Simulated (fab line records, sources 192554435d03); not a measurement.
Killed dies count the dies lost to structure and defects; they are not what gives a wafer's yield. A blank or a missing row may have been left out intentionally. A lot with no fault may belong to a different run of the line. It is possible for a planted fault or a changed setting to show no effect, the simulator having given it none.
A single fault, viewed from 2 desks / flow n5 finfet / each desk holds nothing but its own numbers, with what lay behind them at the end

DESK OF THE TOOL OWNER: rie diel-05
The tool's own readings at N5_MOL_CONTACT_COAG_ETCH_106 (etches SOC in N2/H2, target depth 80 nm, overetch 16 nm, time 120 s): means of the sampled wafers that have a number, for each lot that ran on this tool. If a lot's mean is further than 4 standard deviations from the usual mean, the lot is out of limits and carries the mark OUT (the distance appears in the brackets).
Columns: A = drypump motor current A at N5_MOL_CONTACT_COAG_ETCH_106, usual 5.7 A; B = n2 flow sccm at N5_MOL_CONTACT_COAG_ETCH_106, usual 200.0 sccm; C = oes product au at N5_MOL_CONTACT_COAG_ETCH_106, usual 0.73 a.u.; D = rf fwd power W at N5_MOL_CONTACT_COAG_ETCH_106, usual 836.2 W; E = rf vpp V at N5_MOL_CONTACT_COAG_ETCH_106, usual 525.2 V; F = showerhead plenum p Torr at N5_MOL_CONTACT_COAG_ETCH_106, usual 2.59 Torr; G = throttle valve pct at N5_MOL_CONTACT_COAG_ETCH_106, usual 17.65 %
lot=L949; first seen here=day 5 05:38; A=5.6; B=199.7; C=0.62; D=836.2; E=523.8; F=2.51; G=17.91
lot=L953; first seen here=day 6 03:55; A=5.8; B=200.1; C=0.72; D=837.4; E=525.3; F=2.60; G=17.55
lot=L963; first seen here=day 8 14:58; A=5.5; B=200.5; C=0.75; D=767.8 (-27) OUT; E=543.2 (+8.6) OUT; F=2.66; G=17.53
lot=L964; first seen here=day 8 22:27; A=5.5; B=200.4; C=0.68; D=766.5 (-28) OUT; E=542.5 (+8.3) OUT; F=2.63; G=17.81
Finding of this desk: L963, L964 out of limits; the first was L963 at day 8 14:58, on rf fwd power W at N5_MOL_CONTACT_COAG_ETCH_106. L949, L953 stayed within limits.

AT THE METROLOGY DESK
Lot by lot, what the gauges showed, no matter which tool ran the lot: averages of those sampled wafers that carry a number. If a lot's mean is further than 4 standard deviations from the usual mean, the lot is out of limits and carries the mark OUT (the distance appears in the brackets). Of its 14 readings 7 are shown: those that lie furthest out on some lot.
Columns: A = IOFF_P at N5_BEOL_M4_RC_MEAS_101, usual 0.211 nA/um; B = ION_P at N5_BEOL_M4_RC_MEAS_101, usual 463 uA/um; C = RC_DENSE_P at N5_BEOL_M4_RC_MEAS_101, usual 23.8 ohm.um; D = RC_N at N5_BEOL_M4_RC_MEAS_101, usual 15.54 ohm.um; E = RC_P at N5_BEOL_M4_RC_MEAS_101, usual 19.4 ohm.um; F = SS_P at N5_BEOL_M4_RC_MEAS_101, usual 73.3 mV/dec; G = VT_P at N5_BEOL_M4_RC_MEAS_101, usual -250.1 mV
lot=L949; first seen here=day 8 18:29; A=0.199; B=460; C=24.3; D=15.64; E=19.8; F=72.7; G=-250.3
lot=L951; first seen here=day 8 21:04; A=0.200; B=463; C=23.2; D=15.24; E=19.0; F=72.6; G=-252.1
lot=L952; first seen here=day 9 00:44; A=0.170; B=452; C=23.8; D=15.59; E=19.5; F=73.9; G=-256.3
lot=L953; first seen here=day 9 13:05; A=0.221; B=466; C=23.4; D=15.19; E=19.1; F=73.4; G=-250.3
lot=L960; first seen here=day 11 20:33; A=0.219; B=466; C=24.0; D=15.33; E=19.4; F=73.2; G=-248.8
lot=L963; first seen here=day 12 01:35; A=0.230; B=460; C=24.4; D=15.94; E=19.7; F=73.5; G=-249.6
lot=L964; first seen here=day 12 01:40; A=0.194; B=463; C=24.6; D=15.93; E=20.0; F=73.0; G=-251.3
lot=L967; first seen here=day 13 08:55; A=0.188; B=463; C=23.8; D=15.49; E=19.4; F=72.3; G=-250.7
lot=L968; first seen here=day 13 12:47; A=0.212; B=464; C=23.6; D=15.44; E=19.3; F=73.3; G=-249.7
Result from this desk: across the 9 lots, nothing is out of limits.

PUT TOGETHER
The tool owner's desk could have raised an alarm at day 8 14:58, on L963, L964.
Nothing out of limits was seen by the metrology desk.
The metrology desk holds a record of L963, L964, inside its limits.
On rie diel-05, each named lot ran N5_MOL_CONTACT_COAG_ETCH_106.

WHAT WAS PUT IN BY THE SIMULATOR
rie diel-05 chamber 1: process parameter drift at N5_MOL_CONTACT_COAG_ETCH_106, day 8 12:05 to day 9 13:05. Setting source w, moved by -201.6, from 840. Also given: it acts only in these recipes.
Shown lots that were struck: L963, L964.
Hours from the fault's start to each desk's first reading out of limits: the tool owner's desk, 3.
